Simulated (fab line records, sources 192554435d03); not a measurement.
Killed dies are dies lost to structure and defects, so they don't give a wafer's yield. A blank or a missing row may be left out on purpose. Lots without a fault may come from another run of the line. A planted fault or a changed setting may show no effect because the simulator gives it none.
Split-lot experiment | flow n5_finfet | 7 lots, 39 wafers read, on a route of 1938 steps

THE SPLIT
At N5_HKMG_FIN_HK_ALD_01 (deposits HfO2, target thk 1.6 nm, pulse time 3 s, purge time 3 s), the setting ald_cycles was moved away from the recipe's 30 on 18 of the 39 wafers read, by -40.0% to +56.7%. The other wafers ran this setting at the recipe's value.

FROM THE SPLIT TO THE READING: what the file shows between them, 4 steps
- N5_HKMG_FIN_HK_ANNEAL_02: time 30 s
- N5_HKMG_FIN_ALD_74: deposits La2O3, target thk 0.5 nm, pulse time 6 s, co reactant pulse time 1 s
- N5_HKMG_FIN_WET_ETCH_82: etches La2O3 in dHCl, stops on HfO2, target depth 2 nm, rinse time 30 s
- N5_HKMG_FIN_ALD_36: deposits TiN, target thk 1 nm, pulse time 1 s, purge time 3 s

THE READING
HK_THK, in nm, at N5_HKMG_FIN_THK_MEAS_70 (measures by xrf). Fault-free wafers of this fab line usually give 1.582 nm, standard deviation 0.017 nm.

wafer  | tool, chamber at the split | ald_cycles as run | against the recipe | HK_THK, nm | against lot-mates on the recipe
L074.1 | ald_hk-01, 2,3,0           | 30                | recipe             | 1.571      | -
L074.4 | ald_hk-01, 2,3,0           | 30                | recipe             | 1.541      | -
L074.5 | ald_hk-01, 2,3,0           | 30                | recipe             | 1.579      | -
L075.1 | ald_hk-02, 0               | 47                | +56.7%             | 2.460      | +0.888
L075.2 | ald_hk-02, 1,3,0           | 30                | recipe             | 1.547      | -
L075.3 | ald_hk-02, 2,3             | 47                | +56.7%             | 2.494      | +0.922
L075.4 | ald_hk-02, 1,3,0           | 30                | recipe             | 1.593      | -
L075.5 | ald_hk-02, 1,3,0           | 30                | recipe             | 1.575      | -
L075.6 | ald_hk-02, 2,3             | 47                | +56.7%             | 2.458      | +0.886
L079.1 | ald_hk-03, 3               | 47                | +56.7%             | 2.452      | +0.865
L079.2 | ald_hk-03, 2,0,2           | 30                | recipe             | 1.585      | -
L079.3 | ald_hk-03, 1,3             | 47                | +56.7%             | 2.469      | +0.882
L079.4 | ald_hk-03, 2,0,2           | 30                | recipe             | 1.606      | -
L079.5 | ald_hk-03, 1,3             | 47                | +56.7%             | 2.476      | +0.889
L079.6 | ald_hk-03, 2,0,2           | 30                | recipe             | 1.571      | -
L080.1 | ald_hk-03, 0,1,2           | 18                | -40.0%             | 0.952      | -0.635
L080.2 | ald_hk-03, 0,1,2           | 18                | -40.0%             | 0.931      | -0.656
L080.3 | ald_hk-03, 2,3,3           | 30                | recipe             | 1.594      | -
L080.4 | ald_hk-03, 2,3,3           | 30                | recipe             | 1.588      | -
L080.5 | ald_hk-03, 0,1,2           | 18                | -40.0%             | 0.967      | -0.620
L080.6 | ald_hk-03, 2,3,3           | 30                | recipe             | 1.580      | -
L083.1 | ald_hk-02, 3,0,1           | 30                | recipe             | 1.588      | -
L083.2 | ald_hk-02, 3,0,1           | 30                | recipe             | 1.565      | -
L083.3 | ald_hk-02, 1,2,2           | 43                | +43.3%             | 2.241      | +0.664
L083.4 | ald_hk-02, 1,2,2           | 43                | +43.3%             | 2.267      | +0.690
L083.5 | ald_hk-02, 3,0,1           | 30                | recipe             | 1.577      | -
L083.6 | ald_hk-02, 1,2,2           | 43                | +43.3%             | 2.258      | +0.681
L086.1 | ald_hk-02, 1,2,2           | 30                | recipe             | 1.590      | -
L086.2 | ald_hk-02, 3,0,1           | 43                | +43.3%             | 2.271      | +0.676
L086.3 | ald_hk-02, 1,2,2           | 30                | recipe             | 1.590      | -
L086.4 | ald_hk-02, 3,0,1           | 43                | +43.3%             | 2.240      | +0.645
L086.5 | ald_hk-02, 3,0,1           | 43                | +43.3%             | 2.301      | +0.706
L086.6 | ald_hk-02, 1,2,2           | 30                | recipe             | 1.605      | -
L089.1 | ald_hk-01, 3,1,2           | 30                | recipe             | 1.577      | -
L089.2 | ald_hk-01, 3,1,2           | 30                | recipe             | 1.589      | -
L089.3 | ald_hk-01, 3,1,2           | 30                | recipe             | 1.564      | -
L089.4 | ald_hk-01, 0,2,1           | 42                | +40.0%             | 2.176      | +0.599
L089.5 | ald_hk-01, 0,2,1           | 42                | +40.0%             | 2.217      | +0.640
L089.6 | ald_hk-01, 0,2,1           | 42                | +40.0%             | 2.196      | +0.619
Where a row lists several chambers, the file gives one row for several wafers and doesn't say which wafer went through which chamber.

THE FIT
A straight line over all 39 wafers: HK_THK changes by +0.0157 nm for each +1% of ald_cycles; r = +1.00; the points scatter about the line by 0.017 nm.
The same after taking each lot's own level away (the mean of its wafers on the recipe; 39 wafers): +0.0157 nm for each +1%; r = +1.00; scatter 0.016 nm.
On that fit, the largest move of ald_cycles shifts the reading by 0.89 nm.
The lots' own levels span 1.5637 to 1.5950 nm, that is 1.8 times the standard deviation above.
So the lot-to-lot level changes the slope little: the two slopes agree.
Check: with one of the wafers moved furthest among these (+56.7%) left out of the fit, the line predicts +0.888 nm for it against its lot-mates. It came out at +0.888 nm against them.

OTHER SPLITS ON THESE WAFERS
These wafers also went through other splits before the reading. Each is held against what the fit with the lots' levels taken away leaves over:
other split on the same wafers                 | wafers away from the commonest value | r with HK_THK (lot level and that fit taken away)
N5_PMOS_HMC_CHANNEL_EPI_HM_DEP_34 target_thk_a | 12                                   | +0.18
N5_FIN_SAQP_ETCH_69 target_depth_a             | 9                                    | +0.01

THE WHOLE CHAIN: every reading that the file lists as answering this split, in the file's order
step                    | what it does                                                     | reading                                                                            | change (the file's fit)                | r (the file's)
N5_HKMG_FIN_HK_ALD_01   | deposits HfO2, target thk 1.6 nm, pulse time 3 s, purge time 3 s | HfO2_of_HKMG_FIN_HK_ALD_01.thk_nm (the simulator's own value, which no gauge read) | +0.0154 nm for each +1% of the setting | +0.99
N5_HKMG_FIN_THK_MEAS_70 | measures by xrf                                                  | HK_THK                                                                             | +0.0157 for each +1% of the setting    | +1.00

THE FILE'S OWN FIT
HK_THK changes by +0.0157 nm for each +1% of ald_cycles, r = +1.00.
